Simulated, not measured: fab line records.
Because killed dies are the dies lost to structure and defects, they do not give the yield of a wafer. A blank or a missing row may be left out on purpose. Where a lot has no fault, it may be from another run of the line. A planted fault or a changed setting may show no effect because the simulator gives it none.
Which tool did it? ; flow n5_finfet ; 72 wafers from 24 lots sampled at 6 of the route's 1938 steps

WHAT EACH GAUGE READ, for each wafer
The record holds no reading of a measuring or inspecting step that can be judged against a usual standard deviation.

TOOL THAT RAN EACH LOT (tool first, then ch and the chambers of the sampled wafers, then the start)
lot;N5_PMOS_HMC_CHANNEL_EPI_STRIP_33;N5_FIN_SAQP_SPACER1_ALD_24;N5_FIN_SAQP_ETCH_65;N5_FIN_CUT_CUT_ETCH_26;N5_STI_FIN_REVEAL_ALD_00;N5_STI_FIN_REVEAL_OXIDATION_33
L074;rie_diel-03 ch 0,2,3, day 1 17:56;ald_sin-03 ch 0,1,3, day 1 23:14;rie_si-06 ch 0,2,3, day 2 00:19;rie_diel-01 ch 1,2, day 2 04:02;ald_sin-02 ch 0,2,3, day 2 04:34;plasma_asher-01 ch 0,1, day 2 13:15
L075;rie_diel-01 ch 0,1,3, day 1 23:32;ald_sin-03 ch 0,2,3, day 2 04:41;rie_si-06 ch 0,3, day 2 05:46;rie_diel-06 ch 0,3, day 2 08:59;ald_sin-04 ch 1,2,3, day 2 09:56;plasma_asher-02 ch 0,1, day 2 18:20
L076;rie_diel-03 ch 0,1,3, day 2 06:20;ald_sin-01 ch 0,1,3, day 2 11:59;rie_si-06 ch 1,3, day 2 13:40;rie_diel-03 ch 0,1,2, day 2 17:09;ald_sin-04 ch 0,1,3, day 2 17:43;plasma_asher-02 ch 0,1, day 3 02:10
L077;rie_diel-03 ch 0,1, day 2 12:01;ald_sin-01 ch 1,2, day 2 18:10;rie_si-05 ch 0,1,2, day 2 19:14;rie_diel-06 ch 0,1,2, day 2 22:12;ald_sin-02 ch 1,2, day 2 22:43;plasma_asher-02 ch 0,1, day 3 07:42
L078;rie_diel-03 ch 0,2, day 2 18:16;ald_sin-03 ch 0,1,2, day 2 23:40;rie_si-02 ch 0,1,2, day 3 00:54;rie_diel-01 ch 1,2, day 3 03:54;ald_sin-03 ch 0,1,3, day 3 04:25;plasma_asher-02 ch 0,1, day 3 13:34
L079;rie_diel-03 ch 2,3, day 2 23:23;ald_sin-01 ch 1,3, day 3 04:43;rie_si-05 ch 0,1, day 3 05:47;rie_diel-06 ch 2,3, day 3 08:51;ald_sin-03 ch 0,1,2, day 3 09:41;plasma_asher-02 ch 0,1, day 3 18:28
L080;rie_diel-03 ch 1,2,3, day 3 05:31;ald_sin-01 ch 0,3, day 3 11:36;rie_si-06 ch 1,2, day 3 12:55;rie_diel-01 ch 0,1, day 3 15:46;ald_sin-03 ch 1,3, day 3 16:17;plasma_asher-01 ch 0, day 4 00:44
L081;rie_diel-06 ch 2,3, day 3 11:56;ald_sin-01 ch 1,2,3, day 3 17:47;rie_si-05 ch 0,2,3, day 3 18:52;rie_diel-06 ch 1,3, day 3 21:59;ald_sin-04 ch 2,3, day 3 22:32;plasma_asher-01 ch 0,1, day 4 07:08
L082;rie_diel-01 ch 1,2, day 3 17:34;ald_sin-03 ch 0,2,3, day 3 23:20;rie_si-02 ch 0,2,3, day 4 00:36;rie_diel-01 ch 0,1,2, day 4 03:34;ald_sin-02 ch 1,2,3, day 4 04:05;plasma_asher-02 ch 0,1, day 4 12:29
L083;rie_diel-03 ch 0,1,3, day 3 23:45;ald_sin-03 ch 1,2,3, day 4 05:16;rie_si-06 ch 1,2,3, day 4 06:20;rie_diel-06 ch 1,2,3, day 4 09:22;ald_sin-03 ch 0,1,3, day 4 09:52;plasma_asher-01 ch 0,1, day 4 18:29
L084;rie_diel-06 ch 0,1, day 4 05:20;ald_sin-03 ch 1,2, day 4 10:58;rie_si-06 ch 1,2,3, day 4 12:02;rie_diel-03 ch 0,2,3, day 4 15:00;ald_sin-02 ch 0,3, day 4 16:01;plasma_asher-01 ch 0,1, day 5 01:03
L085;rie_diel-03 ch 0,3, day 4 11:38;ald_sin-01 ch 0,2,3, day 4 19:32;rie_si-06 ch 0,1,3, day 4 20:40;rie_diel-01 ch 1,2, day 5 00:23;ald_sin-04 ch 0,3, day 5 01:22;plasma_asher-02 ch 0,1, day 5 09:49
L086;rie_diel-01 ch 0,1,2, day 4 17:33;ald_sin-02 ch 0,1,2, day 5 02:11;rie_si-05 ch 1,2,3, day 5 03:16;rie_diel-01 ch 1,3, day 5 06:34;ald_sin-04 ch 1,2,3, day 5 07:19;plasma_asher-01 ch 0,1, day 5 16:17
L087;rie_diel-06 ch 1,2,3, day 4 23:44;ald_sin-01 ch 0,3, day 5 06:03;rie_si-05 ch 0,1,3, day 5 07:07;rie_diel-01 ch 2,3, day 5 10:29;ald_sin-02 ch 0,1,2, day 5 11:20;plasma_asher-02 ch 0,1, day 5 20:27
L088;rie_diel-06 ch 1,2,3, day 5 06:14;ald_sin-02 ch 0,1,2, day 5 11:35;rie_si-06 ch 1,3, day 5 12:41;rie_diel-06 ch 1,2,3, day 5 15:40;ald_sin-04 ch 0,1,3, day 5 16:10;plasma_asher-01 ch 0,1, day 6 02:13
L089;rie_diel-03 ch 1,3, day 5 11:35;ald_sin-02 ch 0,1,2, day 5 17:53;rie_si-05 ch 0,1,3, day 5 19:14;rie_diel-06 ch 1,2, day 5 22:21;ald_sin-03 ch 0,3, day 5 22:53;plasma_asher-01 ch 0,1, day 6 07:37
L090;rie_diel-06 ch 0,2,3, day 5 17:17;ald_sin-03 ch 0,2,3, day 5 23:15;rie_si-05 ch 0,1, day 6 00:22;rie_diel-06 ch 2,3, day 6 03:26;ald_sin-02 ch 0,1,3, day 6 04:08;plasma_asher-01 ch 0,1, day 6 12:37
L091;rie_diel-01 ch 1,2,3, day 6 00:56;ald_sin-02 ch 0,1,2, day 6 06:33;rie_si-02 ch 0,1,3, day 6 07:37;rie_diel-06 ch 2,3, day 6 10:44;ald_sin-04 ch 0,1,3, day 6 11:45;plasma_asher-01 ch 0,1, day 6 20:11
L092;rie_diel-03 ch 1,3, day 6 05:56;ald_sin-01 ch 1,2,3, day 6 11:23;rie_si-05 ch 1,2,3, day 6 12:27;rie_diel-01 ch 0,1,3, day 6 15:18;ald_sin-02 ch 1,3, day 6 15:49;plasma_asher-01 ch 1, day 7 01:08
L093;rie_diel-03 ch 1,2, day 6 11:37;ald_sin-02 ch 1,3, day 6 17:01;rie_si-06 ch 0,1, day 6 18:05;rie_diel-03 ch 1,3, day 6 21:16;ald_sin-03 ch 0,1, day 6 21:50;plasma_asher-01 ch 0,1, day 7 06:28
L094;rie_diel-03 ch 0,1,2, day 6 17:44;ald_sin-01 ch 0,1,2, day 6 23:51;rie_si-02 ch 1,2, day 7 00:55;rie_diel-01 ch 2,3, day 7 03:55;ald_sin-03 ch 0,1,2, day 7 05:05;plasma_asher-01 ch 0,1, day 7 14:19
L095;rie_diel-06 ch 0,3, day 6 23:26;ald_sin-02 ch 0,1,3, day 7 05:37;rie_si-05 ch 0,2,3, day 7 06:41;rie_diel-03 ch 0,1,3, day 7 09:40;ald_sin-02 ch 0,1,2, day 7 10:44;plasma_asher-02 ch 0,1, day 7 19:14
L096;rie_diel-01 ch 0,2, day 7 05:25;ald_sin-03 ch 2,3, day 7 12:02;rie_si-02 ch 1,2,3, day 7 13:12;rie_diel-06 ch 0,1,3, day 7 16:53;ald_sin-02 ch 0,1,2, day 7 18:05;plasma_asher-01 ch 1, day 8 02:41
L097;rie_diel-03 ch 0,1,2, day 7 11:59;ald_sin-03 ch 1,2,3, day 7 17:13;rie_si-05 ch 0,2, day 7 18:18;rie_diel-01 ch 0,2, day 7 21:35;ald_sin-04 ch 0,2, day 7 22:07;plasma_asher-01 ch 0,1, day 8 06:52
- N5_PMOS_HMC_CHANNEL_EPI_STRIP_33: strips in N2/H2.
- N5_FIN_SAQP_SPACER1_ALD_24: deposits SiO2, target thk 20.3 nm, pulse time 1 s, purge time 2 s.
- N5_FIN_SAQP_ETCH_65: etches SiO2 in CF4, target depth 4 nm, time 4.4 s.
- N5_FIN_CUT_CUT_ETCH_26: etches SiNx in CH3F/O2, target depth 39 nm, time 55.7 s.
- N5_STI_FIN_REVEAL_ALD_00: deposits SiO2, target thk 1 nm, pulse time 1 s.
- N5_STI_FIN_REVEAL_OXIDATION_33: chemistry O2 PLASMA REMOTE, time 20 s.

WHAT THE TOOLS THEMSELVES READ (means of the sampled wafers that have a number; where no wafer has one, the mark that the record gives instead)
N5_PMOS_HMC_CHANNEL_EPI_STRIP_33.
lot;tool;drypump_motor_current_A (A);oes_product_au (a.u.);rf_vpp_V (V);showerhead_plenum_p_Torr (Torr);throttle_valve_pct (%)
L074;rie_diel-03;5.1;0.80;52.5;3.39;19.1
L075;rie_diel-01;6.1;0.73;55.1;3.30;18.8
L076;rie_diel-03;5.1;0.82;54.9;3.33;19.1
L077;rie_diel-03;5.3;0.79;56.6;3.40;19.0
L078;rie_diel-03;5.2;0.80;54.0;3.44;18.9
L079;rie_diel-03;4.8;0.82;56.0;3.32;19.3
L080;rie_diel-03;4.9;0.85;52.9;3.32;19.1
L081;rie_diel-06;6.0;0.79;54.9;3.46;18.9
L082;rie_diel-01;5.8;0.77;53.6;3.34;18.8
L083;rie_diel-03;5.1;0.80;52.9;3.33;19.2
L084;rie_diel-06;6.2;0.90;55.5;3.46;18.8
L085;rie_diel-03;5.2;0.74;53.7;3.39;19.2
L086;rie_diel-01;5.9;0.76;53.2;3.38;18.9
L087;rie_diel-06;5.7;0.74;53.9;3.44;19.2
L088;rie_diel-06;5.7;0.74;53.0;3.44;19.1
L089;rie_diel-03;4.9;0.85;54.0;3.26;19.2
L090;rie_diel-06;6.2;0.83;53.7;3.44;18.7
L091;rie_diel-01;6.0;0.82;53.9;3.34;18.6
L092;rie_diel-03;4.9;0.83;54.0;3.26;19.2
L093;rie_diel-03;5.0;0.84;54.7;3.32;19.0
L094;rie_diel-03;5.2;0.87;54.1;3.37;18.9
L095;rie_diel-06;6.4;0.86;53.7;3.42;18.5
L096;rie_diel-01;6.0;0.73;55.6;3.41;18.9
L097;rie_diel-03;5.2;0.86;54.2;3.37;18.8

N5_FIN_SAQP_SPACER1_ALD_24.
lot;tool;heater_power_outer_w (W);heater_power_w (W);precursor_pulse_height_rel
L074;ald_sin-03;259;471;0.990
L075;ald_sin-03;248;453;0.996
L076;ald_sin-01;277;513;0.991
L077;ald_sin-01;255;482;0.999
L078;ald_sin-03;251;452;0.990
L079;ald_sin-01;280;519;0.995
L080;ald_sin-01;273;512;1.007
L081;ald_sin-01;274;507;0.985
L082;ald_sin-03;246;455;1.016
L083;ald_sin-03;269;473;0.976
L084;ald_sin-03;274;463;1.002
L085;ald_sin-01;273;498;0.991
L086;ald_sin-02;296;508;0.998
L087;ald_sin-01;299;530;1.021
L088;ald_sin-02;292;514;1.007
L089;ald_sin-02;288;510;1.000
L090;ald_sin-03;248;456;0.989
L091;ald_sin-02;292;509;1.004
L092;ald_sin-01;280;498;1.011
L093;ald_sin-02;289;518;0.998
L094;ald_sin-01;254;485;1.014
L095;ald_sin-02;293;501;0.999
L096;ald_sin-03;266;461;0.999
L097;ald_sin-03;277;479;1.005

N5_FIN_SAQP_ETCH_65.
lot;tool;drypump_motor_current_A (A);oes_product_au (a.u.);throttle_valve_pct (%)
L074;rie_si-06;5.2;1.002;22.08
L075;rie_si-06;5.5;1.002;22.13
L076;rie_si-06;5.6;0.993;21.88
L077;rie_si-05;5.7;0.998;21.80
L078;rie_si-02;5.5;0.992;21.72
L079;rie_si-05;5.7;0.985;21.84
L080;rie_si-06;5.4;1.000;21.82
L081;rie_si-05;5.7;1.012;21.78
L082;rie_si-02;5.5;1.000;21.80
L083;rie_si-06;5.3;1.003;22.00
L084;rie_si-06;5.3;1.003;22.01
L085;rie_si-06;5.5;0.998;21.94
L086;rie_si-05;5.7;1.006;21.91
L087;rie_si-05;5.7;0.997;21.83
L088;rie_si-06;5.6;0.992;21.87
L089;rie_si-05;5.7;0.997;21.82
L090;rie_si-05;5.7;0.998;21.72
L091;rie_si-02;5.7;0.994;21.78
L092;rie_si-05;5.7;1.009;21.90
L093;rie_si-06;5.5;0.984;21.85
L094;rie_si-02;5.0;0.985;21.75
L095;rie_si-05;5.7;1.007;21.79
L096;rie_si-02;5.1;0.983;21.82
L097;rie_si-05;5.7;0.998;21.67

N5_FIN_CUT_CUT_ETCH_26.
lot;tool;drypump_motor_current_A (A);oes_ar_750_au (a.u.);oes_product_au (a.u.);rf_vpp_V (V);showerhead_plenum_p_Torr (Torr);throttle_valve_pct (%)
L074;rie_diel-01;5.8;0.82;0.82;300;2.06;16.35
L075;rie_diel-06;6.2;0.76;0.76;299;2.02;16.16
L076;rie_diel-03;5.2;0.81;0.82;301;2.01;16.43
L077;rie_diel-06;5.9;0.73;0.72;296;2.08;16.45
L078;rie_diel-01;5.9;0.81;0.80;301;2.06;16.36
L079;rie_diel-06;6.0;0.79;0.78;301;2.08;16.28
L080;rie_diel-01;6.0;0.74;0.74;302;1.98;16.48
L081;rie_diel-06;5.4;0.73;0.72;296;2.05;16.68
L082;rie_diel-01;5.9;0.77;0.76;301;2.01;16.45
L083;rie_diel-06;5.7;0.75;0.75;299;2.06;16.50
L084;rie_diel-03;5.1;0.78;0.78;298;2.01;16.41
L085;rie_diel-01;5.9;0.79;0.79;300;2.05;16.39
L086;rie_diel-01;6.1;0.86;0.87;299;1.94;16.13
L087;rie_diel-01;6.0;0.85;0.85;301;2.06;16.20
L088;rie_diel-06;5.7;0.75;0.74;299;2.06;16.51
L089;rie_diel-06;5.7;0.74;0.73;298;2.09;16.56
L090;rie_diel-06;5.9;0.77;0.76;302;2.03;16.27
L091;rie_diel-06;6.0;0.76;0.76;302;2.03;16.27
L092;rie_diel-01;6.0;0.78;0.78;300;1.95;16.32
L093;rie_diel-03;4.9;0.81;0.82;299;1.93;16.47
L094;rie_diel-01;6.0;0.83;0.84;301;2.05;16.23
L095;rie_diel-03;5.1;0.85;0.86;300;1.97;16.34
L096;rie_diel-06;5.9;0.88;0.88;297;2.03;16.14
L097;rie_diel-01;5.9;0.76;0.77;303;2.06;16.43

N5_STI_FIN_REVEAL_ALD_00.
lot;tool;heater_power_outer_w (W);heater_power_w (W);precursor_pulse_height_rel
L074;ald_sin-02;288;486;0.998
L075;ald_sin-04;231;431;0.992
L076;ald_sin-04;237;432;1.010
L077;ald_sin-02;286;512;1.004
L078;ald_sin-03;261;480;1.000
L079;ald_sin-03;251;448;0.989
L080;ald_sin-03;278;484;1.005
L081;ald_sin-04;231;434;0.998
L082;ald_sin-02;281;499;0.999
L083;ald_sin-03;261;479;1.024
L084;ald_sin-02;278;487;0.997
L085;ald_sin-04;250;446;1.007
L086;ald_sin-04;230;432;0.995
L087;ald_sin-02;300;505;1.013
L088;ald_sin-04;241;435;1.018
L089;ald_sin-03;237;445;1.022
L090;ald_sin-02;288;508;0.999
L091;ald_sin-04;241;437;1.004
L092;ald_sin-02;279;490;0.989
L093;ald_sin-03;266;474;0.988
L094;ald_sin-03;259;460;1.010
L095;ald_sin-02;296;524;0.998
L096;ald_sin-02;295;502;0.970
L097;ald_sin-04;252;451;1.004

N5_STI_FIN_REVEAL_OXIDATION_33.
lot;tool;drypump_motor_current_A (A);heater_power_w (W)
L074;plasma_asher-01;5.73;136
L075;plasma_asher-02;6.05;147
L076;plasma_asher-02;6.06;148
L077;plasma_asher-02;6.06;146
L078;plasma_asher-02;6.06;148
L079;plasma_asher-02;5.86;156
L080;plasma_asher-01;5.84;141
L081;plasma_asher-01;5.78;139
L082;plasma_asher-02;6.06;149
L083;plasma_asher-01;5.80;140
L084;plasma_asher-01;5.80;140
L085;plasma_asher-02;6.07;150
L086;plasma_asher-01;5.78;137
L087;plasma_asher-02;5.86;155
L088;plasma_asher-01;5.72;138
L089;plasma_asher-01;5.80;139
L090;plasma_asher-01;5.72;135
L091;plasma_asher-01;5.81;138
L092;plasma_asher-01;5.65;135
L093;plasma_asher-01;5.79;140
L094;plasma_asher-01;5.72;138
L095;plasma_asher-02;5.87;154
L096;plasma_asher-01;5.66;133
L097;plasma_asher-01;5.73;138

THE ANSWER, worked out from the rows above alone
Rule: what is usual is taken from the lots themselves. The widest of any qualifying gaps counts: lots, ordered by their means at a reading, are off when they make up no more than a third of the lots, leave a main group of 4 or more, and stand apart from it by 3 or more times the standard deviation of that group's means. A main group is skipped when, at the precision printed for the reading in the tables above, its means are all equal. A lot without any number at a reading at which 4 lots or more have one is off too. Where the step has rows for the other lots, those lots are counted as sound. The gauges are gone through in route order, then the tools' own readings, and for those a lot's mean is taken as printed above. At the first step where some lot is off, the reading lying furthest off is the one used; lots without a number count as furthest.
No lot is off on any of the readings shown, so nothing can be concluded from this.

WHAT THE SIMULATOR PUT IN
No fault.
